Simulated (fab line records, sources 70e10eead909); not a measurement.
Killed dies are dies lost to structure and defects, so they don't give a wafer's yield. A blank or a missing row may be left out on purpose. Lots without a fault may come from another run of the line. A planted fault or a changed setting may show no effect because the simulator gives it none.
fab line records | flow nand_harc
record lots=24 wafers=72 last_day=24
route steps=1159 shown A_STAIRCASE@581
lots that met no fault: from a run of the same line without faults
start_h: hours from the record's first day to the start of the lot's first wafer shown | wait_h: hours since the lot's step before | " the same as in the row above | L1.1+2: a row that stands for several wafers | - no value, or no start given | * or withheld: withheld | < > ~ a bound
route shown NAME@n: a module of which the file shows steps, and the number in the route of the first | usual: mean/standard deviation of fault-free wafers | same: alike in all rows | chamber/n: place in a boat | sites: the reading at each site | _std_site: their standard deviation | _edge_site: outer sites' mean less inner sites' | radius_mm: how far each site lies from the wafer's centre | mask NAME#n: copy n | behind: the tool/chamber that last shaped the wafer | hold: why the lot was held/for how many hours/how that ended | device: the transistor (n, p or np) that didn't switch | end of line: the same wafers' tests at the end of the route | a step without rows: its recipe alone | killed: dies lost to structure and defects at the first sort, not the wafer's yield | map: a wafer's dies, x killed, . not, _ none there
set.NAME: the setting as run; set.NAME@STEP: as run at that earlier step | model.NAME: the simulator's own value behind a step, which no gauge read
steps of the route over a sample of lots; a table a step, a row a wafer
services: from which hour (start_h, from the record's first day; less than 0 if before it) a tool's chamber was out of use, for how many hours, and why
## steps
# step NHARC_A_STAIRCASE_TRIM_187
# recipe time_s=211.2 o2_flow_sccm=500 ar_flow_sccm=0 bias_w=0 chemistry=O2
# usual drypump_motor_current_A=5.67/0.28 oes_product_au=0.998/0.011 rf_vpp_V=57.8/0.9 showerhead_plenum_p_Torr=3.51/0.16 throttle_valve_pct=17.036/0.0093
# columns lot.wafer tool chamber start_h wait_h drypump_motor_current_A oes_product_au rf_hours_counter_h rf_vpp_V showerhead_plenum_p_Torr throttle_valve_pct
L076.4 rie_diel-04 3 247.12 0.2 5.24 0.996 45 58.0 3.40 17.039
L076.2 " 1 " " 5.77 0.997 45 58.8 3.78 17.036
L076.1 " 2 " " 5.52 1.003 45 57.8 3.48 17.045
L075.4 rie_diel-04 0 248.74 0.1 6.04 0.997 44 57.6 3.44 17.042
L075.2 " 1 " " 5.80 0.987 46 59.1 3.78 17.024
L075.3 " 2 " " 5.52 0.991 46 57.6 3.48 17.035
L074.1 rie_diel-06 3 252.07 0.1 5.77 0.991 1 58.4 3.70 17.035
L074.6 " 0 " " 5.43 1.007 - 56.2 3.30 17.027
L074.5 " 1 " " 6.07 0.988 - 58.7 3.54 17.042
L078.3 rie_diel-06 0 258.36 0.1 5.38 1.003 3 56.8 3.30 17.043
L078.6 " 0 " " 5.43 1.008 - 58.7 3.30 17.042
L078.5 " 1 " " 6.10 0.990 - 59.3 3.54 17.040
L077.3 rie_diel-04 2 258.52 0.1 5.53 0.997 51 57.1 3.47 17.037
L077.2 " 3 " " 5.25 1.001 52 57.6 3.39 17.049
L077.5 " 2 " " 5.52 0.994 - 59.5 3.47 17.038
L079.3 rie_diel-04 1 258.87 0.1 5.78 0.989 51 57.6 3.78 17.033
L079.2 " 0 " " 6.03 0.996 49 58.4 3.44 17.036
L079.6 " 2 " " 5.54 0.996 - 57.4 3.47 17.045
L080.2 rie_diel-06 2 274.02 0.1 6.06 0.992 9 57.3 3.40 17.050
L080.1 " 3 " " 5.75 0.985 9 57.3 3.69 17.049
L080.6 " 1 " " 6.09 1.002 - 58.4 3.54 17.050
L082.4 rie_diel-05 0 274.56 0.1 5.61 0.970 35 57.3 3.36 17.048
L082.3 " 2 " " 5.72 1.003 35 58.2 3.71 17.046
L082.6 " 3 " " 5.39 0.992 - 58.1 3.79 17.043
L081.2 rie_diel-04 1 280.67 0.1 5.78 0.994 58 56.4 3.77 17.024
L081.3 " 3 " " 5.26 0.991 60 59.0 3.39 17.044
L081.5 " 1 " " 5.77 0.989 - 58.7 3.77 17.038
L084.1 rie_diel-05 1 293.89 0.1 5.43 1.020 44 59.0 3.48 17.047
L084.4 " 0 " " 5.63 0.971 - 56.3 3.36 17.035
L084.5 " 1 " " 5.46 1.012 - 58.2 3.48 17.020
L083.2 rie_diel-06 0 293.99 0.1 5.42 1.002 16 55.9 3.30 17.028
L083.5 " 3 " " 5.71 0.985 - 57.2 3.69 17.037
L083.6 " 0 " " 5.43 1.020 - 56.3 3.30 17.033
L085.3 rie_diel-04 0 317.78 0.1 6.01 0.993 6 56.6 3.43 17.032
L085.2 " 2 " " 5.53 0.997 6 58.3 3.46 17.032
L085.6 " 3 " " 5.25 0.998 - 57.6 3.38 17.051
L087.2 rie_diel-04 3 319.52 1.6 5.26 0.995 8 56.4 3.38 17.027
L087.3 " 0 " " 6.02 1.008 7 57.4 3.43 17.018
L087.4 " 1 " " 5.81 1.001 7 58.5 3.77 17.040
L088.4 rie_diel-04 0 323.61 0.1 5.98 1.004 9 58.5 3.43 17.045
L088.1 " 1 " " 5.78 1.015 9 57.1 3.77 17.040
L088.5 " 3 " " 5.24 1.001 - 57.5 3.38 17.036
L086.3 rie_diel-06 1 324.46 0.1 6.09 0.977 28 57.0 3.53 17.047
L086.4 " 2 " " 6.05 0.991 27 58.7 3.39 17.034
L086.5 " 1 " " 6.08 0.990 - 60.2 3.53 17.047
L089.3 rie_diel-05 1 331.56 0.1 5.43 1.015 55 58.2 3.47 17.017
L089.2 " 0 " " 5.66 0.989 56 58.7 3.35 17.042
L089.6 " 2 " " 5.75 1.013 - 57.8 3.70 17.031
L090.3 rie_diel-05 3 337.63 0.1 5.40 0.999 54 59.2 3.78 17.033
L090.1 " 0 " " 5.65 0.991 59 55.7 3.35 17.046
L090.5 " 0 " " 5.64 0.977 - 57.8 3.35 17.036
L091.3 rie_diel-04 2 337.79 0.1 5.54 0.994 16 57.6 3.46 17.036
L091.2 " 3 " " 5.22 0.994 15 59.1 3.38 17.025
L091.4 " 0 " " 6.02 0.999 14 58.4 3.42 17.034
L094.4 rie_diel-04 0 343.75 0.1 6.01 1.012 17 58.9 3.42 17.043
L094.1 " 1 " " 5.79 1.016 19 58.0 3.76 17.042
L094.6 " 0 " " 6.02 1.019 - 57.5 3.42 17.038
L093.1 rie_diel-06 3 344.26 0.1 5.75 0.977 34 56.7 3.68 17.029
L093.5 " 3 " " 5.74 0.982 - 57.5 3.68 17.056
L093.6 " 0 " " 5.44 0.996 - 56.7 3.28 17.046
L092.4 rie_diel-04 3 348.95 0.1 5.24 0.994 20 58.2 3.38 17.040
L092.2 " 1 " " 5.78 1.020 21 58.2 3.76 17.019
L092.1 " 2 " " 5.52 0.980 21 57.7 3.46 17.014
L095.2 rie_diel-04 3 362.68 0.1 5.24 1.009 24 58.1 3.37 17.031
L095.3 " 2 " " 5.53 0.982 25 56.9 3.45 17.046
L095.6 " 0 " " 6.01 0.999 - 57.9 3.42 17.033
L096.3 rie_diel-05 0 377.56 0.1 5.63 0.985 7 57.3 3.35 17.048
L096.4 " 1 " " 5.44 0.984 5 57.4 3.47 17.033
L096.6 " 0 " " 5.62 0.971 - 57.0 3.35 17.031
L097.2 rie_diel-04 1 382.42 0.1 5.80 1.016 32 58.0 3.75 17.050
L097.3 " 2 " " 5.52 0.992 32 57.6 3.45 17.034
L097.5 " 2 " " 5.53 0.990 - 57.9 3.45 17.042
# step NHARC_A_STAIRCASE_ETCH_190
# recipe target_depth_a=1000 time_s=40.5 ion_energy_ev=400 c4f8_flow_sccm=20 o2_flow_sccm=10 ar_flow_sccm=withheld rf_w=600 bias_w=1000 chemistry=C4F8/O2
# usual oes_product_au=0.939/0.014 rf_vpp_V=896/5.9
# columns lot.wafer tool chamber start_h wait_h oes_product_au rf_hours_counter_h rf_vpp_V
L076.2 rie_diel-04 3 - - 0.926 46 891
L076.4 " 0 " " 0.927 43 894
L076.1 " 1 " " 0.925 45 905
L075.2 rie_diel-04 1 - - 0.928 46 905
L075.3 " 2 " " 0.942 47 894
L075.4 " 0 " " 0.932 44 894
L074.1 rie_diel-06 0 - - 0.946 1 888
L074.5 " 2 " " 0.934 - 891
L074.6 " 3 " " 0.947 - 902
L078.3 rie_diel-06 0 - - 0.965 3 887
L078.6 " 3 " " 0.933 - 903
L078.5 " 0 " " 0.961 - 887
L077.2 rie_diel-04 3 - - 0.940 52 890
L077.3 " 2 " " 0.932 51 894
L077.5 " 3 " " 0.943 - 892
L079.2 rie_diel-04 1 - - 0.929 51 905
L079.3 " 3 " " 0.936 52 890
L079.6 " 1 " " 0.939 - 904
L080.2 rie_diel-06 3 - - 0.909 9 903
L080.1 " 2 " " 0.918 9 890
L080.6 " 0 " " 0.925 - 887
L082.3 rie_diel-05 1 - - 0.959 35 895
L082.4 " 3 " " 0.949 35 905
L082.6 " 2 " " 0.964 - 903
L081.2 rie_diel-04 0 - - 0.920 57 893
L081.3 " 1 " " 0.939 58 906
L081.5 " 1 " " 0.942 - 903
L083.2 rie_diel-06 3 - - 0.916 16 901
L083.5 " 2 " " 0.936 - 891
L083.6 " 3 " " 0.918 - 902
L084.1 rie_diel-05 1 - - 0.940 44 896
L084.5 " 0 " " 0.910 - 889
L084.4 " 1 " " 0.940 - 893
L085.3 rie_diel-04 0 - - 0.961 7 892
L085.2 " 2 " " 0.933 9 893
L085.6 " 0 " " 0.959 - 892
L087.2 rie_diel-04 1 - - 0.936 8 904
L087.4 " 2 " " 0.932 9 893
L087.3 " 3 " " 0.944 8 891
L088.1 rie_diel-04 2 - - 0.914 11 895
L088.4 " 1 " " 0.935 10 904
L088.5 " 2 " " 0.935 - 894
L086.3 rie_diel-06 1 - - 0.924 28 895
L086.4 " 2 " " 0.931 27 891
L086.5 " 0 " " 0.949 - 887
L089.2 rie_diel-05 1 - - 0.961 58 895
L089.3 " 3 " " 0.940 52 906
L089.6 " 0 " " 0.925 - 889
L090.3 rie_diel-05 3 - - 0.927 54 907
L090.1 " 1 " " 0.947 60 893
L090.5 " 2 " " 0.938 - 903
L091.2 rie_diel-04 2 - - 0.931 16 893
L091.3 " 3 " " 0.945 15 889
L091.4 " 1 " " 0.942 16 903
L094.4 rie_diel-04 1 - - 0.956 19 904
L094.1 " 2 " " 0.934 19 893
L094.6 " 1 " " 0.968 - 906
L093.1 rie_diel-06 1 - - 0.941 37 898
L093.6 " 2 " " 0.932 - 890
L093.5 " 3 " " 0.927 - 902
L092.2 rie_diel-04 2 - - 0.936 21 894
L092.1 " 3 " " 0.951 20 891
L092.4 " 0 " " 0.962 19 892
L095.2 rie_diel-04 3 - - 0.962 24 891
L095.3 " 0 " " 0.961 25 892
L095.6 " 2 " " 0.936 - 894
L096.4 rie_diel-05 2 - - 0.935 6 902
L096.3 " 3 " " 0.944 7 905
L096.6 " 1 " " 0.926 - 895
L097.2 rie_diel-04 1 - - 0.954 32 903
L097.3 " 0 " " 0.947 31 892
L097.5 " 1 " " 0.952 - 904
# step NHARC_A_STAIRCASE_ETCH_194
# recipe target_depth_a=1000 time_s=40.5 ion_energy_ev=400 c4f8_flow_sccm=20 o2_flow_sccm=10 ar_flow_sccm=withheld rf_w=600 bias_w=1000 chemistry=C4F8/O2
# usual oes_product_au=0.939/0.012 rf_vpp_V=895/5.8
# columns lot.wafer tool chamber start_h wait_h oes_product_au rf_hours_counter_h rf_vpp_V
L076.1 rie_diel-04 2 - - 0.932 46 894
L076.4 " 3 " " 0.943 47 890
L076.2 " 0 " " 0.926 44 892
L075.4 rie_diel-04 1 - - 0.926 47 905
L075.2 " 3 " " 0.925 48 892
L075.3 " 0 " " 0.923 45 892
L074.1 rie_diel-06 0 - - 0.960 1 887
L074.6 " 1 " " 0.944 - 897
L074.5 " 2 " " 0.941 - 891
L078.3 rie_diel-06 3 - - 0.929 3 903
L078.5 " 3 " " 0.918 - 902
L078.6 " 0 " " 0.946 - 888
L077.3 rie_diel-04 0 - - 0.930 50 893
L077.2 " 1 " " 0.939 52 906
L077.5 " 3 " " 0.925 - 891
L079.3 rie_diel-04 1 - - 0.934 52 905
L079.2 " 2 " " 0.933 52 894
L079.6 " 3 " " 0.931 - 891
L080.2 rie_diel-06 1 - - 0.935 9 897
L080.1 " 3 " " 0.920 9 903
L080.6 " 2 " " 0.940 - 892
L082.4 rie_diel-05 3 - - 0.944 36 905
L082.3 " 0 " " 0.920 35 891
L082.6 " 3 " " 0.937 - 906
L081.2 rie_diel-04 0 - - 0.918 57 890
L081.3 " 1 " " 0.931 58 905
L081.5 " 0 " " 0.928 - 893
L083.2 rie_diel-06 3 - - 0.919 16 902
L083.5 " 3 " " 0.921 - 901
L083.6 " 0 " " 0.948 - 888
L084.1 rie_diel-05 2 - - 0.937 43 902
L084.4 " 1 " " 0.939 - 893
L084.5 " 2 " " 0.930 - 902
L085.2 rie_diel-04 0 - - 0.939 8 891
L085.3 " 3 " " 0.961 9 890
L085.6 " 1 " " 0.950 - 905
L087.4 rie_diel-04 3 - - 0.941 9 890
L087.2 " 0 " " 0.937 8 894
L087.3 " 2 " " 0.939 9 895
L088.1 rie_diel-04 1 - - 0.947 10 905
L088.4 " 2 " " 0.939 11 895
L088.5 " 0 " " 0.946 - 891
L086.4 rie_diel-06 3 - - 0.927 27 902
L086.3 " 0 " " 0.923 28 886
L086.5 " 2 " " 0.920 - 890
L089.3 rie_diel-05 3 - - 0.947 52 905
L089.2 " 1 " " 0.942 58 892
L089.6 " 3 " " 0.942 - 903
L091.4 rie_diel-04 3 - - 0.952 16 890
L091.3 " 0 " " 0.945 15 893
L091.2 " 2 " " 0.928 17 894
L090.3 rie_diel-05 2 - - 0.940 60 901
L090.1 " 3 " " 0.945 55 905
L090.5 " 2 " " 0.951 - 902
L094.4 rie_diel-04 2 - - 0.935 19 894
L094.1 " 0 " " 0.955 18 891
L094.6 " 2 " " 0.937 - 894
L093.1 rie_diel-06 3 - - 0.931 35 900
L093.5 " 3 " " 0.920 - 902
L093.6 " 0 " " 0.946 - 886
L092.1 rie_diel-04 0 - - 0.950 20 891
L092.2 " 1 " " 0.962 21 905
L092.4 " 2 " " 0.915 21 894
L095.2 rie_diel-04 1 - - 0.953 26 905
L095.3 " 2 " " 0.934 26 893
L095.6 " 0 " " 0.948 - 891
L096.3 rie_diel-05 2 - - 0.940 6 900
L096.4 " 0 " " 0.937 7 890
L096.6 " 2 " " 0.940 - 902
L097.3 rie_diel-04 3 - - 0.947 32 889
L097.2 " 1 " " 0.948 32 904
L097.5 " 3 " " 0.933 - 890
# step NHARC_A_STAIRCASE_ETCH_230
# recipe target_depth_a=1000 time_s=40.5 ion_energy_ev=400 c4f8_flow_sccm=20 o2_flow_sccm=10 ar_flow_sccm=withheld rf_w=600 bias_w=1000 chemistry=C4F8/O2
# usual oes_product_au=0.943/0.017 rf_vpp_V=895/5.8
# columns lot.wafer tool chamber start_h wait_h oes_product_au rf_hours_counter_h rf_vpp_V
L076.1 rie_diel-04 2 - - 0.935 48 894
L076.4 " 3 " " 0.942 48 891
L076.2 " 0 " " 0.939 46 892
L075.4 rie_diel-04 0 - - 0.925 46 892
L075.2 " 2 " " 0.954 49 894
L075.3 " 3 " " 0.930 49 891
L074.1 rie_diel-05 0 - - 0.946 29 891
L074.6 " 2 " " 0.945 - 903
L074.5 " 3 " " 0.947 - 906
L077.2 rie_diel-06 3 - - 0.931 6 901
L077.3 " 2 " " 0.940 6 891
L077.5 " 0 " " 0.953 - 886
L078.3 rie_diel-04 0 - - 0.940 52 891
L078.5 " 3 " " 0.950 - 891
L078.6 " 0 " " 0.945 - 894
L079.3 rie_diel-05 0 - - 0.922 32 890
L079.2 " 1 " " 0.943 32 897
L079.6 " 0 " " 0.922 - 890
L080.2 rie_diel-06 3 - - 0.953 11 902
L080.1 " 1 " " 0.976 10 897
L080.6 " 2 " " 0.959 - 892
L082.4 rie_diel-04 1 - - 0.927 58 904
L082.3 " 2 " " 0.935 58 894
L082.6 " 3 " " 0.935 - 891
L081.2 rie_diel-05 1 - - 0.973 41 895
L081.3 " 2 " " 0.978 39 901
L081.5 " 0 " " 0.952 - 891
L083.2 rie_diel-06 1 - - 0.928 18 895
L083.6 " 1 " " 0.921 - 897
L083.5 " 2 " " 0.932 - 893
L084.4 rie_diel-06 3 - - 0.908 18 902
L084.1 " 0 " " 0.938 18 888
L084.5 " 1 " " 0.913 - 897
L085.3 rie_diel-05 3 - - 0.969 49 905
L085.2 " 1 " " 0.973 54 894
L085.6 " 3 " " 0.983 - 906
L087.4 rie_diel-06 3 - - 0.910 27 901
L087.2 " 0 " " 0.934 28 887
L087.3 " 2 " " 0.917 27 892
L088.4 rie_diel-04 3 - - 0.937 12 891
L088.1 " 0 " " 0.944 11 894
L088.5 " 1 " " 0.950 - 904
L086.3 rie_diel-04 2 - - 0.976 13 894
L086.4 " 0 " " 0.965 12 893
L086.5 " 2 " " 0.969 - 894
L089.2 rie_diel-04 1 - - 0.943 16 905
L089.3 " 2 " " 0.927 16 893
L089.6 " 0 " " 0.950 - 893
L091.4 rie_diel-04 0 - - 0.947 17 893
L091.2 " 1 " " 0.963 18 905
L091.3 " 3 " " 0.964 17 890
L090.1 rie_diel-06 0 - - 0.956 36 887
L090.3 " 1 " " 0.926 37 896
L090.5 " 3 " " 0.941 - 902
L094.1 rie_diel-06 2 - - 0.921 37 891
L094.4 " 3 " " 0.912 36 900
L094.6 " 1 " " 0.922 - 895
L093.1 rie_diel-06 1 - - 0.910 39 896
L093.5 " 2 " " 0.926 - 891
L093.6 " 3 " " 0.920 - 902
L092.4 rie_diel-06 2 - - 0.952 39 891
L092.2 " 0 " " 0.976 40 887
L092.1 " 1 " " 0.948 40 895
L095.2 rie_diel-06 0 - - 0.963 45 886
L095.3 " 1 " " 0.942 45 896
L095.6 " 0 " " 0.948 - 888
L096.3 rie_diel-04 0 - - 0.951 31 892
L096.4 " 2 " " 0.921 33 895
L096.6 " 3 " " 0.945 - 891
L097.2 rie_diel-05 2 - - 0.954 9 902
L097.3 " 3 " " 0.957 10 904
L097.5 " 2 " " 0.957 - 902
# step NHARC_A_STAIRCASE_TRIM_231
# recipe time_s=211.2 o2_flow_sccm=500 ar_flow_sccm=0 bias_w=0 chemistry=O2
# usual drypump_motor_current_A=5.69/0.29 oes_product_au=0.995/0.012 rf_vpp_V=57.8/0.91 showerhead_plenum_p_Torr=3.50/0.16 throttle_valve_pct=17.037/0.0093
# columns lot.wafer tool chamber start_h wait_h drypump_motor_current_A oes_product_au rf_hours_counter_h rf_vpp_V showerhead_plenum_p_Torr throttle_valve_pct
L076.1 rie_diel-04 3 - - 5.22 1.000 48 58.3 3.40 17.043
L076.2 " 0 " " 6.02 0.994 46 58.7 3.44 17.032
L076.4 " 2 " " 5.55 0.989 48 60.1 3.48 17.032
L075.2 rie_diel-04 2 - - 5.55 0.995 49 57.4 3.48 17.023
L075.4 " 3 " " 5.25 1.000 49 57.1 3.40 17.046
L075.3 " 1 " " 5.79 0.998 49 57.5 3.78 17.042
L074.1 rie_diel-05 2 - - 5.74 0.997 30 58.0 3.72 17.033
L074.6 " 1 " " 5.44 0.996 - 57.8 3.49 17.034
L074.5 " 2 " " 5.75 0.997 - 59.5 3.71 17.040
L077.3 rie_diel-06 1 - - 6.10 0.992 6 57.3 3.54 17.038
L077.2 " 2 " " 6.06 0.997 6 58.5 3.40 17.039
L077.5 " 1 " " 6.10 0.998 - 57.1 3.54 17.046
L078.3 rie_diel-04 2 - - 5.52 0.986 53 58.1 3.47 17.044
L078.6 " 2 " " 5.53 0.997 - 59.7 3.47 17.032
L078.5 " 3 " " 5.27 0.985 - 57.5 3.39 17.039
L079.3 rie_diel-05 2 - - 5.73 1.001 32 57.9 3.71 17.036
L079.2 " 3 " " 5.44 0.994 32 57.8 3.79 17.039
L079.6 " 2 " " 5.73 1.007 - 57.7 3.71 17.028
L080.1 rie_diel-06 1 - - 6.08 0.993 10 58.8 3.54 17.031
L080.2 " 3 " " 5.72 0.979 11 58.2 3.69 17.043
L080.6 " 2 " " 6.08 0.990 - 57.9 3.40 17.019
L082.4 rie_diel-04 0 - - 6.02 0.985 56 57.6 3.43 17.010
L082.3 " 1 " " 5.79 0.991 58 59.0 3.77 17.031
L082.6 " 3 " " 5.24 0.998 - 58.5 3.39 17.025
L081.2 rie_diel-05 1 - - 5.44 1.008 41 57.3 3.48 17.056
L081.3 " 2 " " 5.74 1.010 39 58.1 3.71 17.020
L081.5 " 0 " " 5.64 0.977 - 58.1 3.36 17.046
L083.2 rie_diel-06 3 - - 5.75 0.976 17 57.1 3.69 17.039
L083.5 " 0 " " 5.39 1.006 - 60.1 3.29 17.034
L083.6 " 1 " " 6.08 0.995 - 56.5 3.53 17.027
L084.4 rie_diel-06 0 - - 5.41 0.997 18 57.7 3.29 17.046
L084.1 " 2 " " 6.08 0.974 18 57.4 3.39 17.044
L084.5 " 3 " " 5.77 0.971 - 57.7 3.69 17.045
L085.3 rie_diel-05 3 - - 5.38 1.002 49 57.0 3.78 17.039
L085.2 " 1 " " 5.44 1.030 54 57.7 3.48 17.033
L085.6 " 0 " " 5.64 0.997 - 56.8 3.35 17.048
L087.2 rie_diel-06 1 - - 6.13 0.989 28 57.6 3.53 17.042
L087.3 " 3 " " 5.76 0.982 27 56.9 3.68 17.039
L087.4 " 0 " " 5.45 1.010 28 57.3 3.29 17.041
L088.1 rie_diel-04 0 - - 6.02 0.995 11 57.4 3.42 17.030
L088.4 " 1 " " 5.77 1.010 12 59.3 3.77 17.034
L088.5 " 2 " " 5.54 0.987 - 57.5 3.46 17.018
L086.3 rie_diel-04 1 - - 5.80 1.006 12 58.4 3.77 17.038
L086.4 " 2 " " 5.53 0.999 13 55.6 3.46 17.047
L086.5 " 2 " " 5.54 0.984 - 58.4 3.46 17.044
L089.3 rie_diel-04 1 - - 5.78 1.020 16 58.1 3.76 17.023
L089.2 " 2 " " 5.55 0.987 16 58.1 3.46 17.049
L089.6 " 2 " " 5.54 0.985 - 58.8 3.46 17.047
L091.3 rie_diel-04 1 - - 5.79 1.014 18 58.6 3.76 17.040
L091.4 " 3 " " 5.23 1.001 17 58.7 3.38 17.035
L091.2 " 0 " " 6.01 1.004 17 57.3 3.42 17.015
L090.1 rie_diel-06 1 - - 6.12 0.997 37 57.5 3.52 17.051
L090.3 " 0 " " 5.42 1.011 36 58.0 3.29 17.051
L090.5 " 1 " " 6.12 0.986 - 56.6 3.52 17.048
L094.1 rie_diel-06 0 - - 5.48 1.011 39 56.9 3.28 17.035
L094.4 " 2 " " 6.05 0.984 37 56.8 3.38 17.029
L094.6 " 3 " " 5.79 0.978 - 59.1 3.68 17.024
L093.1 rie_diel-06 3 - - 5.77 0.989 37 58.6 3.68 17.045
L093.6 " 3 " " 5.78 0.981 - 59.4 3.68 17.026
L093.5 " 0 " " 5.42 1.010 - 57.3 3.28 17.038
L092.1 rie_diel-06 1 - - 6.09 0.986 40 57.6 3.52 17.039
L092.4 " 2 " " 6.10 0.987 39 56.7 3.38 17.033
L092.2 " 3 " " 5.75 0.974 38 59.7 3.68 17.043
L095.2 rie_diel-06 0 - - 5.38 1.007 45 56.9 3.28 17.043
L095.3 " 1 " " 6.09 0.994 45 56.4 3.52 17.054
L095.6 " 3 " " 5.74 0.985 - 58.7 3.67 17.037
L096.4 rie_diel-04 2 - - 5.53 0.981 33 57.0 3.45 17.020
L096.3 " 1 " " 5.80 1.010 32 57.4 3.75 17.044
L096.6 " 2 " " 5.53 0.991 - 57.3 3.45 17.018
L097.3 rie_diel-05 0 - - 5.64 0.984 10 56.0 3.35 17.048
L097.2 " 1 " " 5.45 0.998 9 55.4 3.46 17.035
L097.5 " 3 " " 5.38 1.026 - 59.6 3.77 17.044
# step NHARC_A_STAIRCASE_TRIM_235
# recipe time_s=211.2 o2_flow_sccm=500 ar_flow_sccm=0 bias_w=0 chemistry=O2
# usual drypump_motor_current_A=5.71/0.27 oes_product_au=0.996/0.012 rf_vpp_V=57.7/0.85 showerhead_plenum_p_Torr=3.51/0.16 throttle_valve_pct=17.036/0.0089
# columns lot.wafer tool chamber start_h wait_h drypump_motor_current_A oes_product_au rf_hours_counter_h rf_vpp_V showerhead_plenum_p_Torr throttle_valve_pct
L076.2 rie_diel-04 0 - - 6.02 0.999 46 58.8 3.44 17.042
L076.1 " 2 " " 5.55 0.997 49 56.7 3.48 17.019
L076.4 " 3 " " 5.25 0.999 49 57.9 3.40 17.034
L075.3 rie_diel-04 1 - - 5.75 0.989 49 57.4 3.78 17.036
L075.2 " 2 " " 5.53 0.986 49 57.0 3.48 17.039
L075.4 " 3 " " 5.25 0.980 49 57.1 3.39 17.047
L074.1 rie_diel-05 2 - - 5.76 1.001 30 58.8 3.72 17.043
L074.5 " 1 " " 5.43 1.012 - 58.2 3.49 17.029
L074.6 " 2 " " 5.74 1.003 - 58.1 3.71 17.024
L077.2 rie_diel-06 3 - - 5.75 0.981 6 58.9 3.70 17.031
L077.3 " 1 " " 6.06 0.999 6 57.5 3.54 17.004
L077.5 " 3 " " 5.74 0.977 - 58.5 3.70 17.036
L078.3 rie_diel-04 1 - - 5.79 0.986 53 59.8 3.78 17.032
L078.6 " 2 " " 5.53 0.995 - 57.0 3.47 17.024
L078.5 " 3 " " 5.24 0.990 - 57.5 3.39 17.018
L079.3 rie_diel-05 1 - - 5.44 1.003 32 59.1 3.49 17.040
L079.2 " 2 " " 5.74 0.992 33 58.5 3.71 17.045
L079.6 " 0 " " 5.64 0.988 - 57.2 3.37 17.028
L080.1 rie_diel-06 0 - - 5.40 1.015 10 57.2 3.30 17.022
L080.2 " 2 " " 6.06 0.999 11 57.4 3.40 17.028
L080.6 " 0 " " 5.40 1.009 - 56.6 3.30 17.034
L082.3 rie_diel-04 0 - - 6.00 0.990 57 57.0 3.43 17.034
L082.4 " 1 " " 5.78 0.993 58 57.5 3.77 17.037
L082.6 " 0 " " 6.02 0.989 - 56.8 3.43 17.037
L081.2 rie_diel-05 0 - - 5.61 0.973 41 56.9 3.36 17.033
L081.3 " 2 " " 5.76 0.996 40 58.4 3.71 17.037
L081.5 " 1 " " 5.44 1.003 - 56.4 3.48 17.058
L083.2 rie_diel-06 0 - - 5.45 1.010 18 59.3 3.29 17.024
L083.5 " 0 " " 5.45 1.008 - 56.3 3.29 17.047
L083.6 " 1 " " 6.10 0.992 - 56.9 3.53 17.041
L084.4 rie_diel-06 2 - - 6.05 0.988 18 57.5 3.39 17.043
L084.1 " 3 " " 5.79 0.990 18 58.3 3.69 17.018
L084.5 " 2 " " 6.07 0.985 - 57.5 3.39 17.040
L085.2 rie_diel-05 0 - - 5.61 0.989 55 58.4 3.35 17.041
L085.3 " 2 " " 5.76 1.015 54 57.8 3.70 17.044
L085.6 " 0 " " 5.59 0.979 - 58.4 3.35 17.034
L087.3 rie_diel-06 0 - - 5.39 1.004 28 57.3 3.29 17.029
L087.2 " 1 " " 6.08 0.984 29 57.5 3.53 17.046
L087.4 " 2 " " 6.06 0.989 27 54.8 3.39 17.037
L088.1 rie_diel-04 3 - - 5.26 1.002 12 57.4 3.38 17.043
L088.4 " 1 " " 5.79 1.022 12 57.7 3.77 17.036
L088.5 " 2 " " 5.53 0.992 - 57.9 3.46 17.037
L086.4 rie_diel-04 2 - - 5.53 0.996 13 57.2 3.46 17.024
L086.3 " 3 " " 5.24 0.998 13 58.2 3.38 17.035
L086.5 " 0 " " 6.02 1.009 - 58.0 3.42 17.039
L089.3 rie_diel-04 0 - - 6.00 0.997 15 59.3 3.42 17.029
L089.2 " 3 " " 5.24 1.010 16 57.8 3.38 17.057
L089.6 " 0 " " 6.01 1.007 - 56.3 3.42 17.032
L091.4 rie_diel-04 1 - - 5.78 1.018 18 58.3 3.76 17.038
L091.2 " 2 " " 5.54 0.991 19 57.4 3.46 17.045
L091.3 " 0 " " 6.03 1.017 17 57.5 3.42 17.038
L090.3 rie_diel-06 2 - - 6.02 0.996 35 57.4 3.38 17.038
L090.1 " 1 " " 6.08 0.981 37 59.4 3.52 17.042
L090.5 " 2 " " 6.03 0.990 - 59.3 3.38 17.040
L094.1 rie_diel-06 1 - - 6.08 0.985 40 58.4 3.52 17.031
L094.4 " 3 " " 5.76 0.983 37 57.1 3.68 17.031
L094.6 " 1 " " 6.06 0.994 - 57.3 3.52 17.020
L093.1 rie_diel-06 0 - - 5.43 1.002 40 56.2 3.28 17.028
L093.6 " 1 " " 6.09 0.981 - 58.6 3.52 17.042
L093.5 " 2 " " 6.06 0.986 - 58.6 3.38 17.045
L092.1 rie_diel-06 3 - - 5.74 0.978 38 58.8 3.68 17.037
L092.2 " 0 " " 5.38 1.012 40 56.6 3.28 17.034
L092.4 " 1 " " 6.09 0.988 41 57.3 3.52 17.027
L095.3 rie_diel-06 3 - - 5.75 0.973 44 57.7 3.67 17.028
L095.2 " 0 " " 5.43 1.008 45 55.9 3.28 17.034
L095.6 " 3 " " 5.76 0.982 - 58.2 3.67 17.037
L096.3 rie_diel-04 2 - - 5.54 0.976 33 57.4 3.45 17.031
L096.4 " 0 " " 6.02 0.996 31 57.6 3.41 17.046
L096.6 " 2 " " 5.54 0.985 - 59.0 3.45 17.025
L097.2 rie_diel-05 0 - - 5.63 0.983 11 56.0 3.35 17.040
L097.3 " 2 " " 5.74 1.007 9 58.6 3.69 17.042
L097.5 " 3 " " 5.40 1.018 - 58.9 3.77 17.036
## services
# columns tool chamber start_h hours kind
rie_diel-06 2 232.62 2.7 repair
rie_diel-04 0 243.70 - clean
rie_diel-04 1 243.70 - clean
rie_diel-04 2 243.70 - clean
rie_diel-04 3 243.70 - clean
rie_diel-04 0 268.20 - clean
rie_diel-04 1 268.20 - clean
rie_diel-04 2 268.20 - clean
rie_diel-04 3 268.20 - clean
rie_diel-05 3 286.36 12.1 repair
rie_diel-04 - 288.99 9.0 pm
rie_diel-04 0 288.99 9.0 vent_cycle
rie_diel-04 1 288.99 9.0 vent_cycle
rie_diel-04 2 288.99 9.0 vent_cycle
rie_diel-04 3 288.99 9.0 vent_cycle
rie_diel-04 0 297.99 - clean
rie_diel-04 0 297.99 - consumable_replace:esc
rie_diel-04 1 297.99 - clean
rie_diel-04 2 297.99 - clean
rie_diel-04 2 297.99 - consumable_replace:focus_ring
rie_diel-04 3 297.99 - clean
rie_diel-04 0 322.56 - clean
rie_diel-04 1 322.56 - clean
rie_diel-05 - 348.55 9.0 pm
## key
fault none
